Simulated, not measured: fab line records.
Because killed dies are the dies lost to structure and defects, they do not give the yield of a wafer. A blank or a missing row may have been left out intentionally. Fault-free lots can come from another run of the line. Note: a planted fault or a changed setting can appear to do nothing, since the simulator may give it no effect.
A lot that was struck, set against a sound lot || flow n5 finfet || 36 steps out of a route of 1938
Sound: the wafers L365.2, L365.3, L365.5. The struck wafers were L347.1, L347.4, L347.5. The cause is given at the end.
At each step with rows: each side's tool, then ch and its chambers, then its first start. Under that, the readings that differ: sound wafers || struck wafers || difference of the means || sigmas: that difference in standard deviations of wafers without a fault.
alike: words and numbers the same on both sides, and readings whose means are apart by under 2 such deviations; not compared: readings that were withheld, readings missing a value for some wafer, numbers with overlapping values and no deviation given by the record, and bounds like >300 which may hide the same value.
Wherever a step has rows on one side only, a row that says differs or no value, or a row with sigmas, the two part there. When numbers do not overlap yet have no deviation, they are printed without sigmas and do not part them. Lack of a reading on every wafer of one side parts them only where that side has two or more wafers.

first, 9 steps without rows for these wafers: N5_BEOL_M4_ANNEAL_95 (time 240 s); N5_BEOL_M4_SPUTTER_96 (material Cu, target thk 4.5 nm, time 8.29 s); N5_BEOL_M4_ECD_50 (material Cu, target thk 300 nm); N5_BEOL_M4_ANNEAL_51 (time 90 s); N5_BEOL_M4_CMP_52 (polishes, stops on SiOC, t overpolish 6.8 s, target thk 40 nm); N5_BEOL_M4_PRE_CLEAN_60 (time 15 s); N5_BEOL_M4_CO_CAP_55 (material Co, precursor CCTBA/H2, target thk 2 nm, time 102.1 s); N5_BEOL_M4_PRE_CLEAN_56 (time 15 s); N5_BEOL_M4_DEP_57 (deposits SiCN from 3MS/NH3, target thk 8 nm, time 14 s).
N5_BEOL_M4_RC_MEAS_101:
  sound on prober-01 ch 0, day 15 15:19; struck on prober-02 ch 0, day 11 15:15
{"reading": "DIBL_N (mV/V)", "sound": "36.1 33.4 36.6", "struck": "38.6 40.3 38.0", "difference": "+3.6", "sigmas": "+2"}
{"reading": "SS_N (mV/dec)", "sound": "71.7 70.5 71.5", "struck": "72.9 72.8 72.3", "difference": "+1.4", "sigmas": "+2"}
  alike: DIBL_P, IOFF_N, IOFF_P, ION_N, ION_P, SS_P, VT_N, VT_P
then, 24 steps without rows for these wafers: N5_BEOL_M5_ILD_DEP_00 (deposits SiCOH lowk from DEMS/porogen, target thk 140.64 nm, time 25.9 s); N5_BEOL_M5_CURE_79 (cures SiCOH lowk, time 240 s); N5_BEOL_M5_PECVD_70 (deposits SiO2 from TEOS/O2, target thk 16 nm, time 18 s); N5_BEOL_M5_HM_DEP_02 (deposits TiN, target thk 20 nm); N5_BEOL_M5_COAT_59 (time 60 s, resist thk 60 nm); N5_BEOL_M5_COAT_60 (time 60 s, resist thk 12 nm); N5_BEOL_M5_COAT_71 (time 60 s, resist thk 5 nm); N5_BEOL_M5_COAT_05 (resist thk 30 nm); N5_BEOL_M5_EBR_07; N5_BEOL_M5_SOFTBAKE_06 (time 60 s); N5_BEOL_M5_EXPOSE_08 (exposes mask M5, target cd 28 nm); N5_BEOL_M5_PEB_09 (peb time 60 s); N5_BEOL_M5_DEVELOP_10 (develop time 30 s); N5_BEOL_M5_DESCUM_16 (chemistry O2, time 7 s); N5_BEOL_M5_ETCH_72 (etches underlayer in N2/H2, target depth 6.5 nm, time 5.2 s); N5_BEOL_M5_ETCH_61 (etches SiARC in CF4, target depth 15.6 nm, time 26 s); N5_BEOL_M5_ETCH_62 (etches SOC in N2/H2, target depth 75 nm, overetch 15 nm, time 112.5 s); N5_BEOL_M5_STRIP_63 (strips in N2/H2); N5_BEOL_M5_STRIP_73 (strips in N2/H2); N5_BEOL_M5_STRIP_64 (strips in CF4); N5_BEOL_M5_HM_OPEN_17 (chemistry Cl2/BCl3, target TiN, target depth 20 nm, overetch 6 nm); N5_BEOL_M5_STRIP_19 (strips in O2); N5_BEOL_M5_COAT_65 (time 60 s, resist thk 60 nm); N5_BEOL_M5_COAT_66 (time 60 s, resist thk 12 nm).
-- here the record skips 4 days between the struck wafers' starts before and after, leaving off in module BEOL_M5 and picking up in module BEOL_M15 (first step shown: number 1795 of the route) --
N5_BEOL_M15_ETCH_57: etches SOC in N2/H2, time 750 s.
  sound on rie diel-04 ch 0,1,2, day 19 01:48; struck on rie diel-04 ch 0,2,3, day 15 04:41
  no value came back on the struck wafers for any of 8 readings (bias w (W), chamber pressure mTorr (mTorr) and others); on the sound wafers bias w (W) reads 350.5 350.1 350.0
  not compared: rf hours counter h
N5_PASSIVATION_PROBE_49:
  sound on prober-02 at day 20 01:48; struck on prober-01 at day 16 02:49
{"reading": "defect limited yield (%)", "sound": "92.4 92.3 90.2", "struck": "0 0 0", "difference": -92, "sigmas": -57}
{"reading": "killed_at_M4_up", "sound": "26 18 17", "struck": "1117 1086 1101", "difference": "+1081", "sigmas": "+99 or more"}
{"reading": "killed dies", "sound": "90 91 116", "struck": "1180 1180 1180", "difference": "+1081", "sigmas": "+57"}
{"reading": "killed on rim", "sound": "14 12 19", "struck": "152 152 152", "difference": "+137", "sigmas": "+33"}
{"reading": "sort_bin_5_function (%)", "sound": "3.9 4.9 5.4", "struck": "96.7 96.8 96.7", "difference": "+92.0", "sigmas": "+84"}
{"reading": "sort n pass", "sound": "1090 1089 1064", "struck": "0 0 0", "difference": -1081, "sigmas": -57}
{"reading": "sort yield pct (%)", "sound": "92.4 92.3 90.2", "struck": "0 0 0", "difference": -92, "sigmas": -57}
  alike: killed_at_M0_to_M3, killed at contacts, killed at front end, killed at other, killed open, killed short, sort_bin_4_leakage, sort_bin_6_memory

WHERE THEY PART
Earliest at N5_BEOL_M4_RC_MEAS_101; latest, in this record, at N5_PASSIVATION_PROBE_49.

WHY: what the simulator had put in
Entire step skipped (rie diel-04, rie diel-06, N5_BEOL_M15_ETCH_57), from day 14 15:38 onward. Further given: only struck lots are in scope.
